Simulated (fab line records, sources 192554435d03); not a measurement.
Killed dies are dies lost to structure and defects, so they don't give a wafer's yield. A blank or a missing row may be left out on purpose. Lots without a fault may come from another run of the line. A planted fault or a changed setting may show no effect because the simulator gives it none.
Split-lot experiment | flow n5_finfet | 7 lots, 21 wafers read, on a route of 1938 steps

THE SPLIT
At N5_PMOS_HMC_CHANNEL_EPI_PEB_07 (peb time 60 s), the setting peb_temp_c was moved away from the recipe's 110 C on 5 of the 21 wafers read, by -2.7% to -1.3%. The other wafers ran this setting at the recipe's value.

FROM THE SPLIT TO THE READING: what the file shows between them, 1 step
- N5_PMOS_HMC_CHANNEL_EPI_DEVELOP_08: develop time 30 s

THE READING
cd_nm, in nm, at N5_PMOS_HMC_CHANNEL_EPI_CD_MEAS_09 (target cd 237.4 nm). Fault-free wafers of this fab line usually give 237.2 nm, standard deviation 1.1 nm.

wafer  | tool, chamber at the split | peb_temp_c as run, C | against the recipe | cd_nm, nm | against lot-mates on the recipe
L075.1 | litho_track-04, 0          | 110                  | recipe             | 241.0     | -
L075.3 | litho_track-04, 0          | 107                  | -2.7%              | 227.6     | -12.2
L075.6 | litho_track-04, 0          | 110                  | recipe             | 238.5     | -
L080.2 | litho_track-01, 0          | 110                  | recipe             | 237.7     | -
L080.4 | litho_track-01, 0          | 110                  | recipe             | 237.2     | -
L080.6 | litho_track-01, 0          | 110                  | recipe             | 237.5     | -
L082.2 | litho_track-01, 0          | 107.1                | -2.6%              | 228.3     | -7.9
L082.4 | litho_track-01, 0          | 107.1                | -2.6%              | 225.6     | -10.6
L082.6 | litho_track-01, 0          | 110                  | recipe             | 236.2     | -
L091.3 | litho_track-05, 0          | 110                  | recipe             | 240.3     | -
L091.4 | litho_track-05, 0          | 110                  | recipe             | 241.7     | -
L091.5 | litho_track-05, 0          | 110                  | recipe             | 237.6     | -
L094.2 | litho_track-05, 0          | 110                  | recipe             | 240.7     | -
L094.3 | litho_track-05, 0          | 110                  | recipe             | 237.7     | -
L094.4 | litho_track-05, 0          | 110                  | recipe             | 236.6     | -
L096.1 | litho_track-01, 0          | 110                  | recipe             | 238.1     | -
L096.2 | litho_track-01, 0          | 110                  | recipe             | 239.1     | -
L096.3 | litho_track-01, 0          | 110                  | recipe             | 237.7     | -
L097.1 | litho_track-05, 0          | 108.6                | -1.3%              | 232.4     | -2.3
L097.3 | litho_track-05, 0          | 110                  | recipe             | 234.7     | -
L097.6 | litho_track-05, 0          | 108.6                | -1.3%              | 231.2     | -3.5

THE FIT
A straight line over all 21 wafers: cd_nm changes by +4.25 nm for each +1% of peb_temp_c; r = +0.92; the points scatter about the line by 1.8 nm.
The same after taking each lot's own level away (the mean of its wafers on the recipe; 21 wafers): +3.68 nm for each +1%; r = +0.94; scatter 1.4 nm.
On that fit, the largest move of peb_temp_c shifts the reading by 10 nm.
The lots' own levels span 234.70 to 239.87 nm, that is 4.7 times the standard deviation above.
So the lot-to-lot level changes the slope: the two fits differ.
Check: with one of the wafers moved furthest among these (-2.7%) left out of the fit, the line predicts -8.95 nm for it against its lot-mates. It came out at -12.2 nm against them.

OTHER SPLITS ON THESE WAFERS
These wafers also went through other splits before the reading. Each is held against what the fit with the lots' levels taken away leaves over:
other split on the same wafers            | wafers away from the commonest value | r with cd_nm (lot level and that fit taken away)
N5_PMOS_HMC_CHANNEL_EPI_EXPOSE_06 dose_mj | 5                                    | +0.47

THE WHOLE CHAIN: every reading that the file lists as answering this split, in the file's order
step                               | what it does                                                           | reading                                                                     | change (the file's fit)              | r (the file's)
N5_PMOS_HMC_CHANNEL_EPI_CD_MEAS_09 | target cd 237.4 nm                                                     | cd_nm                                                                       | +3.83 nm for each +1% of the setting | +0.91
N5_PMOS_HMC_CHANNEL_EPI_DESCUM_14  | chemistry O2, time 7.9 s                                               | PMOS_HMC_CHANNEL_EPI.cd_nm (the simulator's own value, which no gauge read) | +3.83 nm for each +1% of the setting | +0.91
N5_PMOS_HMC_CHANNEL_EPI_ETCH_32    | etches BARC in N2/H2, stops on SiO2, target depth 85.8 nm, time 50.3 s | PMOS_HMC_CHANNEL_EPI.cd_nm (the simulator's own value, which no gauge read) | +4.27 nm for each +1% of the setting | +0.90

THE FILE'S OWN FIT
cd_nm changes by +3.83 nm for each +1% of peb_temp_c, r = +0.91.
